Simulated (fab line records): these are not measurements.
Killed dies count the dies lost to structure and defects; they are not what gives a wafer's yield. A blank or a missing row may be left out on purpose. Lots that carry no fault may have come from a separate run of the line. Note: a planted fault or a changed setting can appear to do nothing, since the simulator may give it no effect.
fab line records	flow nand-harc
record lots=13	wafers=39	last-day=33
route steps=1302 shown A_BLC@1119 A_M0@1142 END@1302
lots that met no fault: from a run of the same line without faults
start-h: hours from the record's opening day to when the first of the lot's shown wafers began	wait-h: how many hours have passed since the lot's step before this one	" repeats the value in the row above	L1.1+2: several wafers, shown together as one row	- no value, or no start was given	* or withheld: withheld	< > ~ a bound
route shown NAME@n: NAME is a module with steps in the file, n the number in the route of the first one	usual: mean/standard deviation taken from wafers without a fault	same: alike in all rows	chamber/n: place in a boat	sites: the reading at each site	_std_site: standard deviation across them	_edge_site: mean of outer sites minus mean of inner sites	radius-mm: for every site, how far away it sits from the centre of the wafer	mask NAME#n: copy n	behind: tool/chamber where the wafer was last shaped	hold: why the lot was held/for how many hours/how that ended	device: transistor that didn't switch, given as n, p or np	end of line: at the end of the route, the tests of the same wafers	for a step that has no rows: nothing shown but its recipe	killed: dies lost to structure and defects at the first sort, not the wafer's yield	map: the dies of a wafer, with x for killed, . for not killed, _ for no die there
set.NAME: the setting as run; set.NAME@STEP: as run at that earlier step	model.NAME: the simulator's own value behind a step, which no gauge read
a sample of lots followed through the steps of the route, with each step as a table and each wafer as a row
services: when a tool's chamber went out of use (start-h, in hours from the record's first day, below 0 if earlier), for how many hours, and the reason
## steps
# step NHARC_A_BLC_INSPECT_12
# usual raw-defect-count=82/39
lot.wafer	tool	chamber	start-h	wait-h	raw-defect-count
L669.1	defect-inspect-02	-	515.49	0.0	162
L669.4	"	-	"	"	142
L669.5	"	-	"	"	136
L673.2	defect-inspect-01	-	550.79	0.0	22
L673.3	"	-	"	"	27
L673.4	"	-	"	"	22
L671.1	defect-inspect-02	-	551.51	0.0	89
L671.3	"	-	"	"	109
L671.5	"	-	"	"	124
L672.1	defect-inspect-01	-	560.43	0.0	164
L672.3	"	-	"	"	145
L672.4	"	-	"	"	159
L680.1	defect-inspect-01	-	639.77	0.0	27
L680.3	"	-	"	"	26
L680.6	"	-	"	"	30
L681.2	defect-inspect-01	-	641.91	0.0	38
L681.4	"	-	"	"	40
L681.6	"	-	"	"	38
L683.2	defect-inspect-02	-	659.28	0.0	70
L683.3	"	-	"	"	78
L683.5	"	-	"	"	66
L685.2	defect-inspect-02	-	671.85	0.0	123
L685.3	"	-	"	"	117
L685.6	"	-	"	"	110
L687.3	defect-inspect-01	-	693.96	0.0	168
L687.5	"	-	"	"	154
L687.6	"	-	"	"	170
L690.1	defect-inspect-02	-	713.70	0.0	62
L690.2	"	-	"	"	67
L690.3	"	-	"	"	58
L689.4	defect-inspect-01	-	714.64	0.0	69
L689.5	"	-	"	"	88
L689.6	"	-	"	"	89
L691.1	defect-inspect-02	-	731.41	0.0	73
L691.2	"	-	"	"	91
L691.6	"	-	"	"	65
L692.1	defect-inspect-02	-	746.07	0.0	65
L692.3	"	-	"	"	66
L692.5	"	-	"	"	73
# step NHARC_A_BLC_STRIP_29
# recipe cf4-flow-sccm=150	ar-flow-sccm=0	bias-w=0	chemistry=CF4
# usual drypump-motor-current-A=5.6/0.45	oes-product-au=0.996/0.0087	rf-vpp-V=59.3/0.9	showerhead-plenum-p-Torr=1.73/0.082	throttle-valve-pct=13.283/0.0087
lot.wafer	tool	chamber	start-h	wait-h	drypump-motor-current-A	oes-product-au	rf-hours-counter-h	rf-vpp-V	showerhead-plenum-p-Torr	throttle-valve-pct
L669.1	rie-diel-01	3	516.61	0.1	5.3	1.001	12	60.0	1.72	13.283
L669.4	"	0	"	"	5.1	1.009	13	58.8	1.65	13.293
L669.5	"	3	"	"	5.2	1.006	-	60.1	1.72	13.276
L673.4	rie-diel-01	0	551.89	0.1	5.1	1.004	15	59.5	1.65	13.297
L673.3	"	2	"	"	5.4	0.979	11	58.6	1.65	13.279
L673.2	"	3	"	"	5.2	0.994	14	59.6	1.72	13.276
L671.1	rie-diel-11	1	553.16	0.1	6.1	0.995	10	60.9	1.82	13.283
L671.3	"	0	"	"	5.8	1.008	-	59.0	1.68	13.285
L671.5	"	1	"	"	6.1	0.992	-	59.5	1.82	13.279
L672.3	rie-diel-11	3	561.55	0.1	5.2	0.985	9	58.9	1.69	13.263
L672.1	"	0	"	"	5.8	0.999	11	58.9	1.68	13.291
L672.4	"	1	"	"	6.2	0.989	11	59.0	1.82	13.286
L680.3	rie-diel-01	3	640.98	0.1	5.2	1.010	6	59.1	1.72	13.279
L680.1	"	2	"	"	5.4	1.008	6	59.9	1.64	13.286
L680.6	"	3	"	"	5.3	0.994	-	59.5	1.72	13.283
L681.2	rie-diel-01	0	643.01	0.1	5.1	1.003	6	57.9	1.65	13.288
L681.4	"	3	"	"	5.3	1.000	6	60.1	1.72	13.282
L681.6	"	1	"	"	6.5	0.998	-	60.3	1.85	13.286
L683.3	rie-diel-11	0	660.38	0.1	5.8	0.983	2	57.8	1.68	13.273
L683.2	"	1	"	"	6.2	0.996	2	59.4	1.82	13.265
L683.5	"	1	"	"	6.2	0.988	-	58.3	1.82	13.277
L685.2	rie-diel-01	3	672.96	0.1	5.3	1.007	9	59.4	1.72	13.289
L685.3	"	0	"	"	5.1	1.002	8	60.5	1.65	13.285
L685.6	"	2	"	"	5.4	0.987	-	58.4	1.64	13.287
L687.3	rie-diel-11	2	695.06	0.1	5.7	1.011	5	61.3	1.88	13.284
L687.6	"	2	"	"	5.7	1.004	-	58.8	1.88	13.273
L687.5	"	3	"	"	5.2	0.993	-	58.9	1.68	13.282
L690.3	rie-diel-11	0	714.81	0.1	5.8	0.998	6	58.1	1.68	13.278
L690.1	"	1	"	"	6.1	0.994	6	58.8	1.82	13.286
L690.2	"	2	"	"	5.7	1.008	6	58.2	1.88	13.297
L689.4	rie-diel-01	2	715.74	0.1	5.5	0.983	14	58.7	1.64	13.302
L689.5	"	2	"	"	5.5	0.978	-	58.3	1.64	13.276
L689.6	"	3	"	"	5.3	1.006	-	59.0	1.72	13.281
L691.1	rie-diel-01	0	732.54	0.1	5.1	1.005	13	58.7	1.65	13.291
L691.2	"	1	"	"	6.5	0.995	15	60.8	1.85	13.296
L691.6	"	2	"	"	5.5	0.983	-	57.9	1.64	13.268
L692.1	rie-diel-12	2	747.17	0.1	5.8	0.989	33	60.0	1.74	13.304
L692.3	"	1	"	"	5.9	0.977	36	60.0	1.73	13.287
L692.5	"	3	"	"	6.0	0.987	-	59.2	1.76	13.283
# step NHARC_A_M0_SOFTBAKE_04
# recipe temp-c=105	time-s=55
# usual heater-power-total-W=188.44/0.13
lot.wafer	tool	chamber	start-h	wait-h	heater-power-total-W
L669.1	litho-track-06	0	518	-	188.41
L669.4	"	0	"	"	188.49
L669.5	"	0	"	"	188.71
L673.2	litho-track-01	0	554	-	188.39
L673.3	"	0	"	"	188.38
L673.4	"	0	"	"	188.42
L671.1	litho-track-01	0	555	-	188.32
L671.3	"	0	"	"	188.47
L671.5	"	0	"	"	188.32
L672.1	litho-track-01	0	563	-	188.71
L672.3	"	0	"	"	188.30
L672.4	"	0	"	"	188.30
L680.1	litho-track-06	0	643	-	322.99
L680.3	"	0	"	"	323.20
L680.6	"	0	"	"	323.46
L681.2	litho-track-06	0	645	-	323.61
L681.4	"	0	"	"	323.16
L681.6	"	0	"	"	323.00
L683.2	litho-track-04	0	662	-	188.30
L683.3	"	0	"	"	188.38
L683.5	"	0	"	"	188.39
L685.2	litho-track-01	0	675	-	188.31
L685.3	"	0	"	"	188.43
L685.6	"	0	"	"	188.27
L687.3	litho-track-04	0	697	-	188.27
L687.5	"	0	"	"	188.24
L687.6	"	0	"	"	188.58
L690.1	litho-track-01	0	717	-	188.31
L690.2	"	0	"	"	188.36
L690.3	"	0	"	"	188.68
L689.4	litho-track-06	0	718	-	188.42
L689.5	"	0	"	"	188.71
L689.6	"	0	"	"	188.73
L691.1	litho-track-01	0	734	-	188.33
L691.2	"	0	"	"	188.36
L691.6	"	0	"	"	188.47
L692.1	litho-track-01	0	749	-	188.75
L692.3	"	0	"	"	188.29
L692.5	"	0	"	"	188.44
# step NHARC_A_M0_OVL_MEAS_10
# recipe pitch-nm=160
# usual overlay-x-nm=0.2/0.89	overlay-y-nm=0.0/0.87
lot.wafer	tool	chamber	start-h	wait-h	overlay-x-nm	overlay-y-nm
L669.1	overlay-02	-	519.36	-	-0.5	-0.9
L669.4	"	-	"	"	-0.9	-1.1
L669.5	"	-	"	"	-1.0	-0.7
L673.2	overlay-01	-	555.04	-	1.0	-2.0
L673.3	"	-	"	"	1.4	-1.1
L673.4	"	-	"	"	0.9	-1.8
L671.1	overlay-01	-	556.14	-	0.0	0.2
L671.3	"	-	"	"	-0.3	0.5
L671.5	"	-	"	"	-0.4	0.5
L672.1	overlay-01	-	564.43	-	1.4	-0.7
L672.3	"	-	"	"	1.6	-0.9
L672.4	"	-	"	"	1.9	-0.7
L680.1	overlay-01	-	643.90	-	-0.4	0.5
L680.3	"	-	"	"	0.0	0.5
L680.6	"	-	"	"	-0.7	0.9
L681.2	overlay-02	-	645.78	-	0.7	0.5
L681.4	"	-	"	"	0.2	-0.3
L681.6	"	-	"	"	0.3	-0.1
L683.2	overlay-01	-	663.27	-	-0.1	0.9
L683.3	"	-	"	"	-1.2	0.6
L683.5	"	-	"	"	0.3	0.6
L685.2	overlay-02	-	675.85	-	0.2	0.7
L685.3	"	-	"	"	0.4	-0.1
L685.6	"	-	"	"	-0.2	0.6
L687.3	overlay-02	-	697.82	-	0.3	-0.2
L687.5	"	-	"	"	-0.4	0.3
L687.6	"	-	"	"	-0.5	-0.7
L690.1	overlay-02	-	717.72	-	1.1	-1.2
L690.2	"	-	"	"	0.5	-2.0
L690.3	"	-	"	"	0.5	-1.5
L689.4	overlay-01	-	718.55	-	-1.0	1.0
L689.5	"	-	"	"	-0.8	1.0
L689.6	"	-	"	"	-0.4	0.5
L691.1	overlay-02	-	735.42	-	1.4	1.9
L691.2	"	-	"	"	1.0	1.6
L691.6	"	-	"	"	1.4	1.7
L692.1	overlay-02	-	749.94	-	0.7	-0.7
L692.3	"	-	"	"	1.0	-0.6
L692.5	"	-	"	"	0.9	-0.9
# step NHARC_END_SORT_01
# recipe temp-c=25
# usual defect-limited-yield=91.1/2.7	killed-at-array=55/19	killed-at-other=0.6/0.99	killed-at-periphery=4.2/2.6	killed-dies=60/18	killed-open=3.4/1.7	killed-short=2.3/1.5
# same gross-dies=677
lot.wafer	tool	chamber	start-h	wait-h	defect-limited-yield[%]	killed-at-array	killed-at-other	killed-at-periphery	killed-dies	killed-open	killed-short
L669.1	prober-02	0	563.61	2.5	87.7	81	0	2	83	3	3
L669.4	prober-02	0	566.04	3.4	89.7	67	1	2	70	3	4
L669.5	prober-02	0	566.85	3.7	89.7	62	1	7	70	3	1
L673.2	prober-02	0	596.52	2.8	94.4	30	2	6	38	4	0
L673.3	prober-02	0	597.31	3.1	95.0	28	1	5	34	4	3
L673.4	prober-02	0	598.10	3.4	96.3	19	4	2	25	1	0
L671.1	prober-02	0	603.52	2.5	88.3	76	1	2	79	7	3
L671.3	prober-02	0	605.15	3.2	87.4	80	1	4	85	2	5
L671.5	prober-02	0	606.79	3.8	88.9	74	0	1	75	5	3
L672.1	prober-01	0	604.76	2.5	85.8	96	0	0	96	4	1
L672.3	prober-01	0	606.36	3.1	88.0	78	0	3	81	4	0
L672.4	prober-01	0	607.16	3.4	85.1	100	0	1	101	2	4
L680.1	prober-02	0	682.35	2.5	95.6	25	1	4	30	3	0
L680.3	prober-02	0	683.97	3.1	95.3	25	3	4	32	2	1
L680.6	prober-02	0	686.38	4.0	93.6	33	4	6	43	4	2
L681.2	prober-01	0	683.17	2.8	95.7	29	0	0	29	4	0
L681.4	prober-01	0	684.77	3.4	93.5	40	0	4	44	2	4
L681.6	prober-01	0	686.36	4.0	94.1	37	0	3	40	2	5
L683.2	prober-02	0	705.45	2.8	93.2	41	1	4	46	3	1
L683.3	prober-02	0	706.24	3.1	91.0	59	0	2	61	6	1
L683.5	prober-02	0	707.82	3.7	91.9	51	3	1	55	1	4
L685.2	prober-01	0	715.94	2.8	89.8	67	2	0	69	3	1
L685.3	prober-01	0	716.74	3.1	90.1	64	1	2	67	3	2
L685.6	prober-01	0	719.14	4.0	91.0	59	0	2	61	3	0
L687.3	prober-02	0	737.99	3.1	85.2	92	0	8	100	4	2
L687.5	prober-02	0	739.59	3.7	86.1	88	2	4	94	3	2
L687.6	prober-02	0	740.39	4.0	86.6	83	0	8	91	1	2
L689.4	prober-01	0	763.97	3.4	91.4	55	0	3	58	4	2
L689.5	prober-01	0	764.77	3.7	91.4	56	0	2	58	3	3
L689.6	prober-01	0	765.57	4.0	91.7	51	0	5	56	0	1
L690.1	prober-02	0	764.99	2.5	92.2	45	1	7	53	6	4
L690.2	prober-02	0	765.79	2.8	92.5	45	1	5	51	9	6
L690.3	prober-02	0	766.60	3.1	93.8	39	0	3	42	4	2
L691.1	prober-01	0	777.61	2.4	88.5	62	0	16	78	7	0
L691.2	prober-01	0	778.40	2.7	88.9	70	0	5	75	1	2
L691.6	prober-01	0	781.58	4.0	91.7	46	0	10	56	0	2
L692.1	prober-02	0	796.74	2.5	93.4	38	0	7	45	1	1
L692.3	prober-02	0	798.34	3.1	92.5	41	0	10	51	4	2
L692.5	prober-02	0	799.94	3.7	91.9	49	0	6	55	4	1
# killed by level:class
L669.1 A_SLIT:chamber-film-flake=24 A_CHANNEL_HOLE_D2:chamber-film-flake=18 A_CHANNEL_HOLE_D1:chamber-film-flake=17 A_CONTACT:chamber-film-flake=7 A_WL_FILL:chamber-film-flake=5 A_DECK1_JOINT:chamber-film-flake=2 P_CONTACT:geometric-particle:open=1 A_ONON_D1:geometric-particle:short=1
L669.4 A_CHANNEL_HOLE_D1:chamber-film-flake=16 A_SLIT:chamber-film-flake=16 A_CHANNEL_HOLE_D2:chamber-film-flake=13 A_CONTACT:chamber-film-flake=8 A_WL_FILL:chamber-film-flake=5 P_CONTACT:chamber-film-flake=2 A_ONON_D1:geometric-particle:short=1 A_CHANNEL_HOLE_D1:geometric-particle:open=1
L669.5 A_CHANNEL_HOLE_D1:chamber-film-flake=15 A_CHANNEL_HOLE_D2:chamber-film-flake=13 A_SLIT:chamber-film-flake=13 A_CONTACT:chamber-film-flake=11 A_WL_FILL:chamber-film-flake=6 P_CONTACT:chamber-film-flake=5 P_GATE:geometric-particle:open=1 P_M0:geometric-particle:open=1
L673.2 A_CHANNEL_HOLE_D2:chamber-film-flake=9 P_GATE:chamber-film-flake=6 A_CHANNEL_HOLE_D1:chamber-film-flake=6 A_M1:chamber-film-flake=4 A_STAIRCASE:chamber-film-flake=3 A_DECK1_JOINT:geometric-particle:open=2 A_SLIT:chamber-film-flake=2 A_CONTACT:chamber-film-flake=2
L673.3 A_CHANNEL_HOLE_D2:chamber-film-flake=11 A_CONTACT:chamber-film-flake=6 P_GATE:chamber-film-flake=4 A_CHANNEL_HOLE_D1:chamber-film-flake=3 A_M1:chamber-film-flake=2 P_CONTACT:geometric-particle:short=1 A_DECK1_JOINT:geometric-particle:open=1 A_DECK1_JOINT:geometric-particle:short=1
L673.4 A_CHANNEL_HOLE_D2:chamber-film-flake=7 A_CHANNEL_HOLE_D1:chamber-film-flake=4 THIN_TSV:chamber-film-flake=4 A_STAIRCASE:chamber-film-flake=3 P_GATE:chamber-film-flake=2 A_CONTACT:chamber-film-flake=2 A_BLC:geometric-particle:open=1 A_DECK1_JOINT:chamber-film-flake=1
L671.1 A_CHANNEL_HOLE_D2:chamber-film-flake=26 A_SLIT:chamber-film-flake=26 A_STAIRCASE:chamber-film-flake=6 A_CHANNEL_HOLE_D1:chamber-film-flake=3 A_M1:chamber-film-flake=3 A_DECK1_JOINT:geometric-particle:open=2 A_ONON_D2:geometric-particle:open=2 A_CHANNEL_FILL_D2:chamber-film-flake=2
L672.1 A_CHANNEL_HOLE_D1:chamber-film-flake=39 A_SLIT:chamber-film-flake=24 A_CHANNEL_HOLE_D2:chamber-film-flake=20 A_DECK1_JOINT:chamber-film-flake=3 A_STAIRCASE:chamber-film-flake=2 A_ONON_D2:geometric-particle:open=1 A_SGD_CUT:geometric-particle:open=1 A_BLC:geometric-particle:open=1
L671.3 A_CHANNEL_HOLE_D2:chamber-film-flake=36 A_SLIT:chamber-film-flake=22 A_STAIRCASE:chamber-film-flake=8 A_CHANNEL_HOLE_D1:chamber-film-flake=5 P_M2:chamber-film-flake=3 A_CHANNEL_FILL_D1:geometric-particle:short=2 P_M0:geometric-particle:short=1 A_CHANNEL_HOLE_D1:geometric-particle:short=1
L672.3 A_SLIT:chamber-film-flake=25 A_CHANNEL_HOLE_D2:chamber-film-flake=24 A_CHANNEL_HOLE_D1:chamber-film-flake=20 P_CONTACT:geometric-particle:open=3 A_CHANNEL_FILL_D2:chamber-film-flake=3 A_STAIRCASE:chamber-film-flake=3 A_CHANNEL_FILL_D2:geometric-particle:open=1 A_CONTACT:chamber-film-flake=1
L671.5 A_SLIT:chamber-film-flake=30 A_CHANNEL_HOLE_D2:chamber-film-flake=25 A_CHANNEL_HOLE_D1:chamber-film-flake=5 A_STAIRCASE:chamber-film-flake=2 A_SGD_CUT:chamber-film-flake=2 P_GATE:geometric-particle:open=1 A_ONON_D1:geometric-particle:short=1 A_ONON_D1:geometric-particle:open=1
L672.4 A_CHANNEL_HOLE_D2:chamber-film-flake=38 A_CHANNEL_HOLE_D1:chamber-film-flake=25 A_SLIT:chamber-film-flake=24 A_CHANNEL_FILL_D2:chamber-film-flake=3 A_STAIRCASE:chamber-film-flake=3 A_ONON_D1:geometric-particle:short=2 P_CONTACT:geometric-particle:open=1 A_ONON_D1:geometric-particle:open=1
L680.1 A_CHANNEL_HOLE_D1:chamber-film-flake=8 A_STAIRCASE:chamber-film-flake=4 P_M0:chamber-film-flake=3 A_CONTACT:chamber-film-flake=3 A_CHANNEL_FILL_D2:geometric-particle:open=2 A_SLIT:chamber-film-flake=2 A_BONDPAD:chamber-film-flake=2 A_BLC:geometric-particle:open=1
L681.2 A_CHANNEL_HOLE_D2:chamber-film-flake=15 A_SLIT:chamber-film-flake=4 A_ONON_D1:geometric-particle:open=2 A_CHANNEL_HOLE_D1:chamber-film-flake=2 A_STAIRCASE:chamber-film-flake=2 A_BLC:geometric-particle:open=1 A_M0:geometric-particle:open=1 A_CHANNEL_FILL_D1:chamber-film-flake=1
L680.3 A_CHANNEL_HOLE_D1:chamber-film-flake=6 A_STAIRCASE:chamber-film-flake=6 A_CONTACT:chamber-film-flake=4 P_M0:chamber-film-flake=3 THIN_TSV:chamber-film-flake=3 A_M0:geometric-particle:open=2 A_BONDPAD:chamber-film-flake=2 A_WL_FILL:geometric-particle:short=1
L681.4 A_CHANNEL_HOLE_D2:chamber-film-flake=17 A_CHANNEL_HOLE_D1:chamber-film-flake=11 P_CONTACT:chamber-film-flake=2 A_STAIRCASE:chamber-film-flake=2 A_SLIT:chamber-film-flake=2 A_WL_FILL:chamber-film-flake=2 P_M0:geometric-particle:open=1 A_ONON_D1:geometric-particle:open=1
L681.6 A_CHANNEL_HOLE_D2:chamber-film-flake=20 A_CHANNEL_HOLE_D1:chamber-film-flake=3 A_ONON_D1:geometric-particle:short=2 A_WL_FILL:geometric-particle:short=2 P_M0:chamber-film-flake=2 A_SLIT:chamber-film-flake=2 A_BONDPAD:chamber-film-flake=2 P_M0:geometric-particle:open=1
L680.6 A_CHANNEL_HOLE_D1:chamber-film-flake=13 P_M0:chamber-film-flake=5 A_BONDPAD:chamber-film-flake=4 THIN_TSV:chamber-film-flake=4 A_SLIT:chamber-film-flake=3 A_CONTACT:chamber-film-flake=3 A_STAIRCASE:chamber-film-flake=2 A_WL_FILL:chamber-film-flake=2
L683.2 A_SLIT:chamber-film-flake=24 A_CHANNEL_HOLE_D1:chamber-film-flake=8 A_CHANNEL_FILL_D2:chamber-film-flake=2 A_STAIRCASE:chamber-film-flake=2 A_WL_FILL:chamber-film-flake=2 P_STI:geometric-particle:open=1 P_CONTACT:geometric-particle:open=1 A_CHANNEL_FILL_D2:geometric-particle:short=1
L683.3 A_SLIT:chamber-film-flake=26 A_CHANNEL_HOLE_D1:chamber-film-flake=11 A_CONTACT:chamber-film-flake=9 A_DECK1_JOINT:chamber-film-flake=4 A_DECK1_JOINT:geometric-particle:open=2 A_CHANNEL_FILL_D2:chamber-film-flake=2 P_GATE:geometric-particle:open=1 A_ONON_D1:geometric-particle:short=1
L683.5 A_SLIT:chamber-film-flake=33 A_CHANNEL_HOLE_D1:chamber-film-flake=8 A_CONTACT:chamber-film-flake=4 A_DECK1_JOINT:geometric-particle:short=3 THIN_TSV:chamber-film-flake=3 A_CHANNEL_HOLE_D1:geometric-particle:short=1 A_SGD_CUT:geometric-particle:open=1 P_GATE:chamber-film-flake=1
L685.2 A_SLIT:chamber-film-flake=33 A_CHANNEL_HOLE_D1:chamber-film-flake=25 A_STAIRCASE:chamber-film-flake=2 A_CONTACT:chamber-film-flake=2 THIN_TSV:chamber-film-flake=2 A_ONON_D1:geometric-particle:short=1 A_CHANNEL_FILL_D1:geometric-particle:open=1 A_BLC:geometric-particle:open=1
L685.3 A_CHANNEL_HOLE_D1:chamber-film-flake=36 A_SLIT:chamber-film-flake=21 A_CONTACT:chamber-film-flake=3 P_CONTACT:geometric-particle:open=1 A_ONON_D1:geometric-particle:short=1 A_CHANNEL_FILL_D1:geometric-particle:open=1 A_ONON_D2:geometric-particle:short=1 P_GATE:chamber-film-flake=1
L685.6 A_CHANNEL_HOLE_D1:chamber-film-flake=25 A_SLIT:chamber-film-flake=24 A_CONTACT:chamber-film-flake=5 A_CHANNEL_FILL_D1:geometric-particle:open=2 A_DECK1_JOINT:chamber-film-flake=2 P_M1:geometric-particle:open=1 P_GATE:chamber-film-flake=1 A_STAIRCASE:chamber-film-flake=1
L687.3 A_CHANNEL_HOLE_D1:chamber-film-flake=36 A_SLIT:chamber-film-flake=20 A_CHANNEL_HOLE_D2:chamber-film-flake=20 P_M2:chamber-film-flake=6 A_CONTACT:chamber-film-flake=6 A_STAIRCASE:chamber-film-flake=3 A_CHANNEL_FILL_D2:chamber-film-flake=2 P_GATE:geometric-particle:open=1
L687.5 A_CHANNEL_HOLE_D1:chamber-film-flake=34 A_CHANNEL_HOLE_D2:chamber-film-flake=21 A_SLIT:chamber-film-flake=19 A_CONTACT:chamber-film-flake=6 P_M2:chamber-film-flake=3 A_CHANNEL_HOLE_D1:geometric-particle:open=2 A_CHANNEL_FILL_D2:chamber-film-flake=2 THIN_TSV:chamber-film-flake=2
L687.6 A_SLIT:chamber-film-flake=24 A_CHANNEL_HOLE_D1:chamber-film-flake=22 A_CHANNEL_HOLE_D2:chamber-film-flake=22 A_CONTACT:chamber-film-flake=8 P_CONTACT:chamber-film-flake=3 P_M2:chamber-film-flake=3 A_DECK1_JOINT:chamber-film-flake=2 P_ZERO_WELL:geometric-particle:short=1
L689.4 A_CHANNEL_HOLE_D2:chamber-film-flake=23 A_CHANNEL_HOLE_D1:chamber-film-flake=12 A_SLIT:chamber-film-flake=4 A_WL_FILL:chamber-film-flake=3 P_M2:chamber-film-flake=2 A_DECK1_JOINT:chamber-film-flake=2 A_CHANNEL_FILL_D2:chamber-film-flake=2 A_CONTACT:chamber-film-flake=2
L689.5 A_CHANNEL_HOLE_D2:chamber-film-flake=21 A_CHANNEL_HOLE_D1:chamber-film-flake=13 A_SLIT:chamber-film-flake=6 A_CONTACT:chamber-film-flake=4 A_DECK1_JOINT:chamber-film-flake=3 A_CHANNEL_FILL_D2:geometric-particle:short=2 A_STAIRCASE:chamber-film-flake=2 A_ONON_D1:geometric-particle:open=1
L690.1 A_SLIT:chamber-film-flake=36 P_ZERO_WELL:chamber-film-flake=3 P_CONTACT:geometric-particle:open=2 A_CHANNEL_FILL_D1:geometric-particle:open=2 A_CHANNEL_HOLE_D1:unspecified=2 P_GATE:geometric-particle:short=1 P_CONTACT:geometric-particle:short=1 A_ONON_D1:geometric-particle:open=1
L689.6 A_CHANNEL_HOLE_D2:chamber-film-flake=22 A_CHANNEL_HOLE_D1:chamber-film-flake=12 A_CONTACT:chamber-film-flake=6 A_SLIT:chamber-film-flake=4 P_M2:chamber-film-flake=2 A_DECK1_JOINT:chamber-film-flake=2 A_STAIRCASE:chamber-film-flake=2 A_WL_FILL:chamber-film-flake=2
L690.2 A_SLIT:chamber-film-flake=28 A_ONON_D1:geometric-particle:short=2 A_CHANNEL_HOLE_D1:chamber-film-flake=2 P_CONTACT:geometric-particle:open=1 P_M0:geometric-particle:open=1 P_M1:geometric-particle:open=1 P_M1:geometric-particle:short=1 A_SOURCE_PLATE:geometric-particle:open=1
L690.3 A_SLIT:chamber-film-flake=29 P_M1:geometric-particle:open=1 A_CHANNEL_FILL_D1:geometric-particle:open=1 A_ONON_D2:geometric-particle:short=1 A_CHANNEL_HOLE_D2:geometric-particle:open=1 A_CONTACT:geometric-particle:open=1 A_CONTACT:geometric-particle:short=1 P_ZERO_WELL:chamber-film-flake=1
L691.1 A_CHANNEL_HOLE_D2:chamber-film-flake=30 A_CONTACT:chamber-film-flake=13 P_STI:chamber-film-flake=12 A_SLIT:chamber-film-flake=7 A_STAIRCASE:chamber-film-flake=3 P_CONTACT:geometric-particle:open=2 A_ONON_D2:geometric-particle:open=2 A_CHANNEL_FILL_D2:chamber-film-flake=2
L691.2 A_CHANNEL_HOLE_D2:chamber-film-flake=34 A_CONTACT:chamber-film-flake=16 A_SLIT:chamber-film-flake=7 A_STAIRCASE:chamber-film-flake=6 P_STI:chamber-film-flake=3 A_ONON_D2:geometric-particle:short=1 A_CHANNEL_HOLE_D2:geometric-particle:short=1 A_WL_FILL:geometric-particle:open=1
L691.6 A_CHANNEL_HOLE_D2:chamber-film-flake=23 A_CONTACT:chamber-film-flake=9 A_SLIT:chamber-film-flake=7 P_STI:chamber-film-flake=4 A_STAIRCASE:chamber-film-flake=4 P_CONTACT:geometric-particle:short=2 P_GATE:chamber-film-flake=2 P_M2:chamber-film-flake=2
L692.1 A_SLIT:chamber-film-flake=33 P_GATE:chamber-film-flake=5 P_CONTACT:geometric-particle:short=1 A_BLC:geometric-particle:open=1 P_STI:chamber-film-flake=1 A_ZERO_WELL:chamber-film-flake=1 A_DECK1_JOINT:chamber-film-flake=1 A_CHANNEL_FILL_D2:chamber-film-flake=1
L692.3 A_SLIT:chamber-film-flake=33 P_GATE:chamber-film-flake=6 A_DECK1_JOINT:geometric-particle:open=2 A_STAIRCASE:chamber-film-flake=2 P_CONTACT:geometric-particle:short=1 P_BONDPAD:geometric-particle:open=1 A_WL_FILL:geometric-particle:short=1 A_WL_FILL:geometric-particle:open=1
L692.5 A_SLIT:chamber-film-flake=37 A_STAIRCASE:chamber-film-flake=4 P_GATE:chamber-film-flake=2 A_CHANNEL_HOLE_D2:chamber-film-flake=2 P_CONTACT:geometric-particle:open=1 P_M0:geometric-particle:open=1 A_DECK1_JOINT:geometric-particle:open=1 A_CHANNEL_FILL_D2:geometric-particle:short=1
## services
tool	chamber	start-h	hours	kind
litho-track-01	-	505.00	7.0	pm
rie-diel-01	0	512.62	-	clean
rie-diel-01	1	512.62	-	clean
rie-diel-01	2	512.62	-	clean
rie-diel-01	3	512.62	-	clean
rie-diel-11	2	520.65	6.3	repair
litho-track-06	-	529.00	7.0	pm
rie-diel-11	3	535.36	21.3	repair
rie-diel-01	0	537.12	-	clean
rie-diel-01	1	537.12	-	clean
rie-diel-11	2	539.79	16.3	repair
rie-diel-11	-	541.86	1.2	repair
litho-track-04	-	553.00	7.0	pm
rie-diel-01	-	558.12	9.0	pm
rie-diel-12	0	570.96	13.3	repair
rie-diel-01	0	596.18	2.5	repair
rie-diel-11	-	609.50	9.0	pm
rie-diel-12	-	623.86	9.0	pm
rie-diel-12	-	652.72	0.1	repair
rie-diel-11	-	675.27	3.4	repair
litho-track-01	-	680.00	7.0	pm
litho-track-06	-	704.00	7.0	pm
litho-track-04	-	728.00	7.0	pm
rie-diel-01	-	735.12	9.0	pm
## key
first-sign step=NHARC_A_M0_SOFTBAKE_04	reading=heater-power-total-W	direction=up	sigmas=99+	usual=*	struck=*
effect none on later readings
met-at NHARC_A_M0_SOFTBAKE_04
struck-lots L680,L681
loop-trim step=NHARC_A_M0_EXPOSE_06	setting=dose	lots=L681
not-acting-at NHARC_A_BLC_INSPECT_12,NHARC_A_BLC_STRIP_29,NHARC_A_M0_OVL_MEAS_10
onset-between 518 643
fault kind=process-parameter-drift	tool=litho-track-06	chamber=-	onset-h=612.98	steps=NHARC_A_M0_SOFTBAKE_04	channel=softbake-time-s	offset=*	shape=step	end-h=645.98	acts-in=*	stated=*
# loop-trim: a control loop set the setting to another value than it would have without faults
